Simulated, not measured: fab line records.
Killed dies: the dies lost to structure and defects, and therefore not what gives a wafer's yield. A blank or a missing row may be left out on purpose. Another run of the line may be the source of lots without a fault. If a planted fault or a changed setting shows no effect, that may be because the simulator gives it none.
Matching of chambers -- flow n5-finfet -- rie-diel-01 running N5_BEOL_M2_ETCH_69: 4 sister chambers
The step etches SiARC in CF4, target depth 15.6 nm, time 26 s. 8 wafers are shown with their chamber, then 7 later ones without.

== WAFERS, EACH WITH ITS CHAMBER ==
wafer,chamber,throttle-valve-pct (%),showerhead-plenum-p-Torr (Torr)
L083.5,2,16.20,2.04
L082.3,0,15.47,2.18
L082.5,0,15.47,2.18
L084.3,3,15.65,2.15
L084.4,1,15.95,2.21
L084.5,2,16.17,2.04
L087.1,1,15.97,2.20
L087.4,3,15.65,2.15

== WAFERS WITH NO CHAMBER GIVEN ==
wafer,throttle-valve-pct (%),showerhead-plenum-p-Torr (Torr)
L087.5,15.72,2.30
L090.3,15.49,2.18
L090.5,15.97,2.20
L090.6,15.73,2.29
L096.1,15.75,2.29
L096.2,15.70,2.14
L096.3,16.02,2.20

== WHICH CHAMBER EACH WENT THROUGH ==
wafer,from the rows above,in truth
L087.5,1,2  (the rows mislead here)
L090.3,0,0
L090.5,1,1
L090.6,1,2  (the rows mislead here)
L096.1,1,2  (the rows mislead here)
L096.2,3,3
L096.3,1,1
Correctly placed: 4 of 7. Number that these rows cannot place: 0. Placed wrongly: 3.
How it was worked out, from the rows above alone: a wafer's distance from a chamber is the root of the sum, over the readings, of the square of ((its reading less the chamber's mean) divided by the reading's scatter). If the next closest chamber is less than 2 further off than the closest, the wafer can't be placed; otherwise it belongs to the closest. A chamber's mean is the mean of its shown wafers. The scatter: the root of (the sum of the squares of (reading less its chamber's mean) over the shown wafers, divided by (wafers less chambers)).
